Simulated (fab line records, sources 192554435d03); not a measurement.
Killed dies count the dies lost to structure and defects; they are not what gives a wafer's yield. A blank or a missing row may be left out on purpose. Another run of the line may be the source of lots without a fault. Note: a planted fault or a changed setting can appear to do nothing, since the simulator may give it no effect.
Chamber matching    flow n5 finfet    rie diel-04 running N5_BEOL_M3_ETCH_63: 4 sister chambers
The step etches SiARC in CF4, target depth 15.6 nm, time 26 s. 8 wafers are shown with their chamber, then 10 later ones without.

== WAFERS, EACH WITH ITS CHAMBER ==
wafer   chamber  drypump motor current A (A)  throttle valve pct (%)
L082.6  2        6.4                          15.92
L084.6  2        6.4                          15.94
L085.1  0        6.1                          15.21
L089.1  0        6.1                          15.22
L089.3  1        6.3                          15.62
L089.5  1        6.3                          15.65
L090.2  3        5.3                          15.95
L090.4  3        5.4                          15.94

== WAFERS WITHOUT THEIR CHAMBER ==
wafer   drypump motor current A (A)  throttle valve pct (%)
L090.6  6.4                          15.65
L093.2  6.4                          15.46
L093.4  6.3                          15.65
L093.5  6.1                          15.22
L094.2  5.3                          15.97
L094.4  6.3                          15.67
L094.6  6.4                          15.46
L097.4  5.3                          15.98
L097.5  6.4                          15.46
L097.6  6.3                          15.66

== EACH ONE'S CHAMBER ==
wafer    from the rows above   in truth
L090.6   1                     1
L093.2   1                     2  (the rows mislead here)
L093.4   1                     1
L093.5   0                     0
L094.2   3                     3
L094.4   1                     1
L094.6   1                     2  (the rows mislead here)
L097.4   3                     3
L097.5   1                     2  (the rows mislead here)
L097.6   1                     1
Correctly placed: 7 of 10. Can't be placed from these rows: 0. 3 placed wrongly.
How it was worked out, from the rows above alone: a wafer's distance from a chamber is the root of the sum, over the readings, of the square of ((its reading less the chamber's mean) divided by the reading's scatter). The wafer belongs to the nearest chamber; if the next one is less than 2 further off, it can't be placed. Each chamber's mean is taken over the wafers shown for it. The scatter is the square root of a quotient: the sum, over the shown wafers, of each reading's squared deviation from its chamber's mean, divided by wafers minus chambers.
